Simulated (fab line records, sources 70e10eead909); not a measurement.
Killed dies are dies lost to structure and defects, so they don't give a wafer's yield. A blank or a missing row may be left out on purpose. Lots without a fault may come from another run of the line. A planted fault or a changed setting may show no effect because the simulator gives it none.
fab line records | flow nand_harc | part 2 of 2: steps 5 to 6 of 6
record lots=19 wafers=57 last_day=24
route steps=1159 shown P_M2@335 P_BONDPAD@368 A_ZERO_WELL@411 A_CHANNEL_HOLE_D1@473 A_CHANNEL_FILL_D1@496
lots that met no fault: from a run of the same line without faults
start_h: hours from the record's first day to the start of the lot's first wafer shown | wait_h: hours since the lot's step before | " the same as in the row above | L1.1+2: a row that stands for several wafers | - no value, or no start given | * or withheld: withheld | < > ~ a bound
route shown NAME@n: a module of which the file shows steps, and the number in the route of the first | usual: mean/standard deviation of fault-free wafers | same: alike in all rows | chamber/n: place in a boat | sites: the reading at each site | _std_site: their standard deviation | _edge_site: outer sites' mean less inner sites' | radius_mm: how far each site lies from the wafer's centre | mask NAME#n: copy n | behind: the tool/chamber that last shaped the wafer | hold: why the lot was held/for how many hours/how that ended | device: the transistor (n, p or np) that didn't switch | end of line: the same wafers' tests at the end of the route | a step without rows: its recipe alone | killed: dies lost to structure and defects at the first sort, not the wafer's yield | map: a wafer's dies, x killed, . not, _ none there
set.NAME: the setting as run; set.NAME@STEP: as run at that earlier step | model.NAME: the simulator's own value behind a step, which no gauge read
steps of the route over a sample of lots; a table a step, a row a wafer
services: from which hour (start_h, from the record's first day; less than 0 if before it) a tool's chamber was out of use, for how many hours, and why
## steps
# step NHARC_A_CHANNEL_FILL_D1_ALD_16
# recipe target_thk_a=15 pulse_time_s=10 ald_cycles=15 temp_c=300 material=SiO2
# usual heater_power_w=460/40 precursor_pulse_height_rel=1.001/0.022
# same ald_cycles=15
# columns lot.wafer tool chamber start_h wait_h heater_power_w precursor_pulse_height_rel since_wet_clean_h
L076.1 ald_hk-04 3 196.05 2.9 455 1.027 0
L076.2 " 1 " " 403 1.005 0
L076.6 " 3 " " 462 0.957 -
L075.3 ald_hk-02 1 196.25 3.1 428 0.997 83
L075.4 " 2 " " 487 0.984 83
L075.5 " 0 " " 472 1.029 -
L077.1 ald_hk-03 3 212.31 0.8 358 1.014 58
L077.4 " 1 " " 506 1.016 58
L077.2 " 2 " " 494 0.994 58
L078.3 ald_hk-02 0 212.33 0.8 480 0.968 99
L078.1 " 1 " " 427 0.965 99
L078.6 " 1 " " 424 0.957 -
L079.3 ald_hk-04 0 224.49 0.0 445 1.027 29
L079.1 " 2 " " 404 0.979 29
L079.5 " 1 " " 414 0.999 -
L080.4 ald_hk-02 1 229.29 0.1 423 1.022 116
L080.1 " 3 " " 473 1.006 116
L080.5 " 0 " " 484 0.963 -
L081.4 ald_hk-04 3 232.64 0.0 456 0.989 37
L081.3 " 0 " " 437 0.984 37
L081.2 " 1 " " 397 1.036 37
L084.3 ald_hk-03 1 249.56 0.8 506 1.041 95
L084.4 " 3 " " 369 0.922 95
L084.5 " 1 " " 504 1.004 -
L086.1 ald_hk-03 2 269.88 0.1 497 1.032 116
L086.3 " 3 " " 368 1.021 116
L086.5 " 2 " " 500 0.966 -
L088.3 ald_hk-03 2 270.02 0.2 496 1.013 116
L088.4 " 0 " " 475 1.006 116
L088.2 " 1 " " 503 0.979 116
L087.2 ald_hk-03 2 274.11 0.1 484 0.997 120
L087.3 " 0 " " 460 1.004 120
L087.5 " 1 " " 496 0.984 -
L085.3 ald_hk-02 3 278.28 0.1 461 1.009 165
L085.4 " 0 " " 487 1.004 165
L085.5 " 2 " " 492 1.031 -
L089.4 ald_hk-02 0 278.55 0.4 493 0.993 165
L089.6 " 0 " " 491 0.987 -
L089.5 " 1 " " 437 1.004 -
L091.2 ald_hk-03 3 296.69 0.9 367 1.003 143
L091.1 " 0 " " 463 0.978 143
L091.6 " 3 " " 376 1.036 -
L092.2 ald_hk-04 2 300.03 0.0 407 1.014 104
L092.3 " 1 " " 412 1.039 104
L092.6 " 3 " " 460 1.034 -
L094.2 ald_hk-02 0 310.42 0.1 522 1.033 18
L094.4 " 2 " " 487 0.998 18
L094.6 " 3 " " 479 0.981 -
L096.4 ald_hk-02 2 320.47 0.0 493 1.024 28
L096.3 " 1 " " 481 0.979 28
L096.5 " 3 " " 476 0.999 -
L097.1 ald_hk-03 1 320.47 0.0 492 0.984 166
L097.2 " 3 " " 369 0.970 166
L097.5 " 2 " " 490 1.021 -
L095.1 ald_hk-02 2 328.32 2.9 506 1.024 36
L095.4 " 3 " " 474 1.013 36
L095.6 " 0 " " 507 0.973 -
# step NHARC_A_CHANNEL_FILL_D1_STRIP_28
# recipe time_s=20 o2_flow_sccm=500 ar_flow_sccm=0 bias_w=0 chemistry=O2
# usual chamber_pressure_mTorr=60.01/0.05 drypump_motor_current_A=5.6/0.45 oes_product_au=0.999/0.011 rf_vpp_V=57.7/0.86 showerhead_plenum_p_Torr=3.50/0.14 throttle_valve_pct=17.037/0.0095
# columns lot.wafer tool chamber start_h wait_h chamber_pressure_mTorr drypump_motor_current_A oes_product_au rf_hours_counter_h rf_vpp_V showerhead_plenum_p_Torr throttle_valve_pct
L075.3 rie_diel-01 2 208.61 0.1 60.13 5.0 0.990 1 57.7 3.56 17.033
L075.4 " 3 " " 59.93 6.1 0.997 1 56.9 3.33 17.031
L075.5 " 2 " " 60.02 5.0 0.996 - 58.6 3.56 17.044
L076.2 rie_diel-05 1 208.62 0.1 59.99 5.2 0.986 8 58.2 3.34 17.018
L076.1 " 2 " " 59.94 6.7 0.993 7 57.9 3.38 17.038
L076.6 " 0 " " 59.98 5.9 1.001 - 57.0 3.33 17.040
L077.2 rie_diel-05 2 224.37 0.1 60.00 6.6 0.984 9 57.5 3.38 17.023
L077.4 " 0 " " 59.97 5.9 0.999 11 56.6 3.33 17.046
L077.1 " 1 " " 60.01 5.2 0.998 10 55.8 3.34 17.029
L078.3 rie_diel-01 1 224.40 0.1 60.00 6.0 1.003 2 58.3 3.41 17.036
L078.1 " 0 " " 60.03 5.3 1.011 2 57.7 3.68 17.032
L078.6 " 2 " " 60.01 5.0 1.001 - 58.6 3.56 17.032
L079.1 rie_diel-01 0 236.53 0.1 59.99 5.3 1.011 2 58.4 3.68 17.041
L079.3 " 2 " " 60.00 5.0 1.010 2 57.1 3.56 17.038
L079.5 " 2 " " 60.00 5.0 1.000 - 57.6 3.56 17.044
L080.1 rie_diel-01 2 243.73 0.1 59.92 5.0 0.999 2 57.3 3.56 17.024
L080.4 " 2 " " 59.98 5.0 0.990 - 56.7 3.56 17.045
L080.5 " 3 " " 59.95 6.1 0.996 - 57.6 3.33 17.033
L081.2 rie_diel-03 3 243.73 0.1 60.00 5.6 0.987 1 60.0 3.63 17.030
L081.3 " 0 " " 60.07 4.9 1.017 1 56.1 3.44 17.043
L081.4 " 2 " " 59.98 5.6 0.989 1 56.4 3.36 17.025
L084.3 rie_diel-03 1 261.55 0.1 59.98 5.8 1.001 2 57.9 3.66 17.036
L084.4 " 3 " " 60.10 5.6 0.995 1 58.1 3.63 17.033
L084.5 " 1 " " 60.03 5.7 0.997 - 57.1 3.66 17.055
L088.3 rie_diel-01 3 281.72 0.1 59.99 6.1 1.009 3 58.4 3.33 17.050
L088.4 " 1 " " 59.99 6.1 1.008 3 55.9 3.41 17.046
L088.2 " 2 " " 59.98 5.0 1.001 3 57.1 3.56 17.035
L086.1 rie_diel-03 2 281.74 0.1 59.95 5.6 0.993 2 57.6 3.36 17.043
L086.3 " 2 " " 59.98 5.6 0.981 - 56.8 3.36 17.041
L086.5 " 1 " " 60.07 5.7 0.993 - 58.7 3.66 17.039
L087.2 rie_diel-01 0 285.96 0.1 60.04 5.3 1.015 3 57.4 3.68 17.036
L087.3 " 1 " " 59.95 6.0 1.014 3 56.4 3.41 17.016
L087.5 " 3 " " 60.03 6.1 1.016 - 58.8 3.33 17.043
L089.4 rie_diel-01 3 291.03 0.1 60.04 6.1 0.998 3 59.0 3.33 17.040
L089.6 " 2 " " 60.06 5.0 0.996 - 57.7 3.56 17.022
L089.5 " 3 " " 59.99 6.1 0.998 - 57.4 3.33 17.023
L085.4 rie_diel-03 1 291.15 0.1 60.06 5.7 0.992 - 58.1 3.66 17.040
L085.3 " 2 " " 60.03 5.6 0.984 - 57.1 3.36 17.032
L085.5 " 2 " " 60.04 5.6 0.997 - 58.1 3.36 17.034
L091.1 rie_diel-01 1 308.64 0.1 59.97 6.1 1.011 4 57.4 3.41 17.026
L091.2 " 2 " " 60.02 5.0 1.003 4 58.8 3.56 17.047
L091.6 " 0 " " 59.88 5.3 1.005 - 57.8 3.68 17.052
L092.2 rie_diel-01 3 312.28 0.1 59.95 6.1 1.002 3 56.9 3.33 17.056
L092.3 " 2 " " 60.05 5.0 1.004 4 57.9 3.56 17.023
L092.6 " 0 " " 59.95 5.3 1.006 - 57.6 3.68 17.038
L094.2 rie_diel-05 3 322.19 0.1 60.01 5.7 0.996 31 59.0 3.67 17.046
L094.4 " 1 " " 60.07 5.2 0.997 32 58.2 3.33 17.052
L094.6 " 2 " " 59.95 6.6 0.997 - 58.4 3.37 17.031
L096.3 rie_diel-01 1 332.48 0.1 59.97 6.0 1.013 0 57.0 3.41 17.022
L096.4 " 2 " " 60.04 5.0 1.015 0 57.3 3.56 17.037
L096.5 " 2 " " 60.00 5.0 1.005 - 58.7 3.56 17.023
L097.2 rie_diel-03 3 332.50 0.1 60.04 5.7 0.991 4 56.7 3.63 17.040
L097.1 " 1 " " 60.01 5.8 1.002 5 57.9 3.66 17.049
L097.5 " 3 " " 59.96 5.6 0.989 - 58.2 3.63 17.038
L095.1 rie_diel-01 2 342.31 0.1 59.91 5.0 1.015 1 58.3 3.56 17.037
L095.4 " 1 " " 60.06 6.1 1.013 0 58.0 3.41 17.042
L095.6 " 2 " " 60.02 5.0 1.003 - 56.8 3.56 17.043
## services
# columns tool chamber start_h hours kind
rie_diel-05 1 112.26 52.3 repair
rie_diel-01 - 137.80 9.0 pm
rie_diel-01 3 155.04 10.5 repair
rie_diel-03 2 158.96 5.5 repair
rie_diel-05 - 160.11 0.2 repair
rie_diel-05 - 163.60 9.0 pm
har_etch-02 - 164.49 4.3 repair
rie_diel-03 0 196.98 9.2 repair
rie_diel-05 2 214.35 2.3 repair
rie_diel-03 - 215.30 9.0 pm
rie_diel-05 2 226.33 2.6 repair
rie_diel-07 - 228.20 9.0 pm
rie_diel-03 3 231.43 2.8 repair
rie_diel-03 3 275.36 20.5 repair
rie_diel-07 2 288.67 7.6 repair
rtp_anneal-02 - 300.00 12.0 pm
har_etch-01 - 306.59 17.0 pm
rie_diel-03 2 313.11 21.0 repair
rie_diel-01 - 314.80 9.0 pm
rie_diel-07 3 323.84 3.0 repair
rie_diel-03 0 326.91 2.7 repair
rie_diel-05 - 329.08 0.7 repair
rie_diel-05 1 333.81 8.6 repair
rie_diel-05 - 340.60 9.0 pm
